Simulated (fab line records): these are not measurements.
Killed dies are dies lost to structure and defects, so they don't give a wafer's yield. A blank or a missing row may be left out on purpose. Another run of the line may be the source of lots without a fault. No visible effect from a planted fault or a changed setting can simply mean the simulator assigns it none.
A lot that was struck, set against a sound lot || flow n5 finfet || 15 out of 1938 route steps
Sound: wafers L395.1, L395.2, L395.4. Wafers struck: L403.1, L403.3, L403.5. The cause is given at the end.
For every step that has rows: the tool of each side, followed by ch and its chambers, followed by its first start. Under that, the readings that differ: sound wafers || struck wafers || difference of the means || sigmas: that difference in standard deviations of wafers without a fault.
alike: readings whose means differ by less than 2 such deviations, and words and numbers that are the same on both sides. not compared: withheld readings, readings that some wafer has no value for, bounds like >300 that may hide the same value, and numbers for which the record gives no deviation and whose values overlap.
A row with sigmas, a row that says differs or no value, or rows on one side alone: a step with any of these is where the two part. Numbers that don't overlap but have no deviation are shown without sigmas and don't part them. Lack of a reading on every wafer of one side parts them only where that side has two or more wafers.

N5_MIM_BOT_ETCH_ETCH_03: etches the open film in Cl2/BCl3, target depth 12 nm.
  sound on rie metal-01 ch 0,1, day 14 02:07; struck on rie metal-02 ch 0,1, day 16 07:28
  alike: drypump motor current A, oes product au, rf fwd power W, throttle valve pct
  not compared: rf hours counter h
N5_MIM_BOT_ETCH_ETCH_00: etches TiN in Cl2/BCl3, target depth 45.5 nm.
  sound on rie metal-01 ch 0,1, day 14 02:12; struck on rie metal-02 ch 0,1, day 16 07:34
  alike: drypump motor current A, oes product au, rf fwd power W, throttle valve pct
  not compared: rf hours counter h
N5_MIM_BOT_ETCH_STRIP_01: strips in O2.
  sound on rie diel-03 ch 0,2,3, day 14 02:21; struck on rie diel-06 ch 1,2, day 16 08:09
  alike: drypump motor current A, oes product au, rf vpp V, showerhead plenum p Torr, temp c, throttle valve pct
  not compared: rf hours counter h
then, 3 steps without rows for these wafers: N5_MIM_BOT_ETCH_STRIP_02 (strips in post etch residue remover, time 1200 s); N5_MIM_BOT_ETCH_CLEAN_05 (cleans in IPA, time 180 s); N5_MIM_BOT_ETCH_SRD_06 (time 30 s).
N5_PASSIVATION_PECVD_55: deposits SiO2 from SiH4/N2O, target thk 400 nm, time 22.5 s.
  sound on pecvd-04 ch 0,1, day 14 03:15; struck on pecvd-04 ch 0,1,2, day 16 08:39
  alike: heater power w, rf fwd power W, showerhead plenum p Torr, throttle valve pct
N5_PASSIVATION_PECVD_01: deposits SiNx from SiH4/NH3/N2, target thk 200 nm, time 43.2 s.
  sound on pecvd-04 ch 0,1, day 14 03:17; struck on pecvd-04 ch 0,1,2, day 16 08:41
  alike: heater power w, rf fwd power W, showerhead plenum p Torr, throttle valve pct
then, 4 steps without rows for these wafers: N5_PASSIVATION_HMDS_03 (time 60 s); N5_PASSIVATION_COAT_04; N5_PASSIVATION_EBR_06; N5_PASSIVATION_SOFTBAKE_05 (time 90 s).
N5_PASSIVATION_EXPOSE_07: exposes mask TV, defocus 0 nm, target cd 3000 nm.
  sound on krf scanner-01 ch 0, day 14 05:04; struck on krf scanner-01 ch 0, day 16 11:00
{"reading": "exposure dose mJ cm2", "sound": "22.751 22.736 22.754", "struck": "23.317 23.324 23.334", "difference": "+0.578", "sigmas": "+28"}
  alike: mask
next, for these wafers, 1 step has no rows: N5_PASSIVATION_PEB_08.
N5_PASSIVATION_PROBE_49:
  sound on prober-02 at day 14 12:23; struck on prober-01 at day 16 19:22
  alike: defect limited yield, killed_at_M0_to_M3, killed_at_M4_up, killed at contacts, killed at front end, killed at other, killed dies, killed open, killed short, sort_bin_5_function, sort_bin_6_memory, sort_bin_8_speed, sort n pass, sort yield pct

== WHERE THEY PART ==
N5_PASSIVATION_EXPOSE_07 only, going by this record. Later steps at which nothing parts them and some readings are alike: N5_PASSIVATION_PROBE_49.

WHY: the cause the simulator had injected
Drift in process parameters on krf scanner-01 at N5_PASSIVATION_EXPOSE_07, starting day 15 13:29. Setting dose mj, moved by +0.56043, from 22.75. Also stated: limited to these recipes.
